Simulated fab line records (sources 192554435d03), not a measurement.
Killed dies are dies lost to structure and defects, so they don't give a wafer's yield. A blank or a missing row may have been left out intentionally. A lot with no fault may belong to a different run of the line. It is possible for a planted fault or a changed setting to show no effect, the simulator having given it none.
Matching of chambers    flow n5-finfet    N5_SDB_ETCH_17 on rie-diel-01: 4 sister chambers
The step etches SiARC in CF4, target depth 23.4 nm, time 39 s. 33 wafers are shown with their chamber, then 12 later ones without.

WAFERS, EACH WITH ITS CHAMBER
wafer   chamber  drypump-motor-current-A (A)  showerhead-plenum-p-Torr (Torr)  etch-rf-on-time-s (s)
L074.1  2        6.5                          2.21                             40.2
L074.2  1        5.8                          2.20                             40.0
L074.3  0        5.9                          2.05                             40.8
L075.2  2        6.5                          2.21                             39.6
L075.3  3        5.6                          2.18                             38.0
L075.6  0        5.9                          2.05                             40.9
L076.2  3        5.6                          2.18                             38.4
L076.5  0        5.9                          2.05                             40.8
L076.6  3        5.6                          2.18                             37.9
L080.2  3        5.6                          2.17                             38.5
L080.3  0        5.9                          2.05                             41.5
L080.6  0        5.9                          2.05                             41.5
L081.1  2        6.5                          2.20                             39.1
L081.3  1        5.8                          2.19                             39.4
L081.6  2        6.5                          2.20                             39.2
L082.2  0        5.9                          2.04                             41.3
L082.3  1        5.8                          2.19                             40.5
L082.6  3        5.6                          2.17                             37.7
L083.3  3        5.6                          2.17                             38.0
L083.4  0        5.9                          2.04                             40.8
L083.5  2        6.5                          2.20                             40.0
L084.1  3        5.6                          2.17                             38.0
L084.2  2        6.5                          2.20                             39.9
L084.4  0        5.9                          2.04                             41.1
L086.2  3        5.6                          2.17                             37.5
L086.3  2        6.4                          2.20                             39.9
L086.4  3        5.6                          2.17                             37.8
L088.2  2        6.4                          2.19                             39.9
L088.4  0        5.9                          2.04                             40.8
L088.6  3        5.6                          2.17                             38.0
L090.4  0        5.9                          2.04                             41.0
L090.5  1        5.8                          2.19                             38.5
L090.6  3        5.6                          2.16                             37.9

SIGNATURES (means of the wafers above)
reading                   chamber 0  chamber 1  chamber 2  chamber 3  scatter within a chamber
drypump-motor-current-A   5.900      5.800      6.475      5.600      0.0227
showerhead-plenum-p-Torr  2.0450     2.1925     2.2012     2.1718     0.0058
etch-rf-on-time-s         41.050     39.600     39.725     37.973     0.409
Rule: a wafer lies at a distance from a chamber equal to the root of the sum of squares, over the readings, of (its reading less the chamber's mean, divided by the reading's scatter). The wafer belongs to the nearest chamber; if the next one is less than 2 further off, it can't be placed. How the scatter is found: for the shown wafers, subtract from each reading the mean of its chamber, square and add these, divide the total by (wafers less chambers), then take the root.

WAFERS WITH NO CHAMBER GIVEN
wafer   drypump-motor-current-A (A)  showerhead-plenum-p-Torr (Torr)  etch-rf-on-time-s (s)
L092.1  5.6                          2.16                             37.8
L092.2  6.5                          2.19                             39.4
L092.4  5.9                          2.04                             40.5
L093.1  5.6                          2.16                             38.0
L093.3  5.8                          2.18                             38.4
L093.4  6.4                          2.19                             39.3
L094.4  5.8                          2.18                             38.1
L094.5  5.8                          2.18                             38.3
L094.6  6.5                          2.19                             38.9
L096.1  5.9                          2.03                             40.7
L096.2  6.4                          2.19                             39.2
L096.3  5.6                          2.16                             37.8

EACH ONE'S CHAMBER
wafer   from the rows above  in truth
L092.1  3                    3
L092.2  2                    2
L092.4  0                    0
L093.1  3                    3
L093.3  1                    1
L093.4  2                    2
L094.4  1                    1
L094.5  1                    1
L094.6  2                    2
L096.1  0                    0
L096.2  2                    2
L096.3  3                    3
Correctly placed: 12 of 12. Number that these rows cannot place: 0. Number placed wrongly: 0.
